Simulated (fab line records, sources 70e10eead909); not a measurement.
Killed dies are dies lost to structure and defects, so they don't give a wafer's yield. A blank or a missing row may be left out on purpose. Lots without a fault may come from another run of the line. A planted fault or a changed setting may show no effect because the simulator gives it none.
Chamber matching | flow nand_harc | NHARC_A_WL_FILL_STRIP_29 on rie_diel-04: 4 sister chambers
The step strips in O2, time 20 s. 16 wafers are shown with their chamber, then 8 later ones without.

WAFERS WITH THEIR CHAMBER
wafer  | chamber | showerhead_plenum_p_Torr (Torr) | drypump_motor_current_A (A) | oes_product_au (a.u.)
L353.2 | 0       | 3.60                            | 5.7                         | 1.003
L353.4 | 1       | 3.37                            | 5.5                         | 1.021
L353.5 | 1       | 3.37                            | 5.6                         | 1.010
L355.1 | 2       | 3.68                            | 5.9                         | 0.992
L355.2 | 3       | 3.41                            | 5.3                         | 0.993
L355.5 | 0       | 3.60                            | 5.7                         | 0.986
L357.1 | 2       | 3.67                            | 5.9                         | 0.987
L357.3 | 0       | 3.60                            | 5.7                         | 0.994
L357.5 | 2       | 3.67                            | 5.9                         | 0.991
L358.4 | 0       | 3.60                            | 5.7                         | 0.985
L358.5 | 2       | 3.67                            | 5.9                         | 0.992
L358.6 | 1       | 3.37                            | 5.5                         | 1.010
L362.1 | 1       | 3.37                            | 5.6                         | 1.028
L362.2 | 3       | 3.41                            | 5.3                         | 1.013
L362.3 | 2       | 3.67                            | 5.8                         | 0.990
L361.2 | 3       | 3.41                            | 5.3                         | 1.001

SIGNATURES (means of the wafers above)
reading                  | chamber 0 | chamber 1 | chamber 2 | chamber 3 | scatter within a chamber
showerhead_plenum_p_Torr | 3.6000    | 3.3700    | 3.6720    | 3.4100    | 0.00258
drypump_motor_current_A  | 5.700     | 5.550     | 5.880     | 5.300     | 0.0387
oes_product_au           | 0.99200   | 1.01725   | 0.99040   | 1.00233   | 0.00744
Rule: a wafer's distance from a chamber is the root of the sum, over the readings, of the square of ((its reading less the chamber's mean) divided by the reading's scatter). The wafer belongs to the nearest chamber; if the next one is less than 2 further off, it can't be placed. The scatter: the root of (the sum of the squares of (reading less its chamber's mean) over the shown wafers, divided by (wafers less chambers)).

WAFERS WITHOUT THEIR CHAMBER
wafer  | showerhead_plenum_p_Torr (Torr) | drypump_motor_current_A (A) | oes_product_au (a.u.)
L361.3 | 3.67                            | 5.9                         | 0.989
L361.5 | 3.67                            | 5.9                         | 0.996
L363.1 | 3.41                            | 5.3                         | 1.001
L363.2 | 3.67                            | 5.9                         | 0.975
L363.3 | 3.37                            | 5.6                         | 1.014
L373.2 | 3.60                            | 5.7                         | 0.994
L373.3 | 3.41                            | 5.4                         | 1.002
L373.4 | 3.37                            | 5.6                         | 1.033

WHICH CHAMBER EACH WENT THROUGH
wafer  | from the rows above | in truth
L361.3 | 2                   | 2
L361.5 | 2                   | 2
L363.1 | 3                   | 3
L363.2 | 2                   | 2
L363.3 | 1                   | 1
L373.2 | 0                   | 0
L373.3 | 3                   | 3
L373.4 | 1                   | 1
Placed correctly: 8 of 8. Can't be placed from these rows: 0. Placed wrongly: 0.
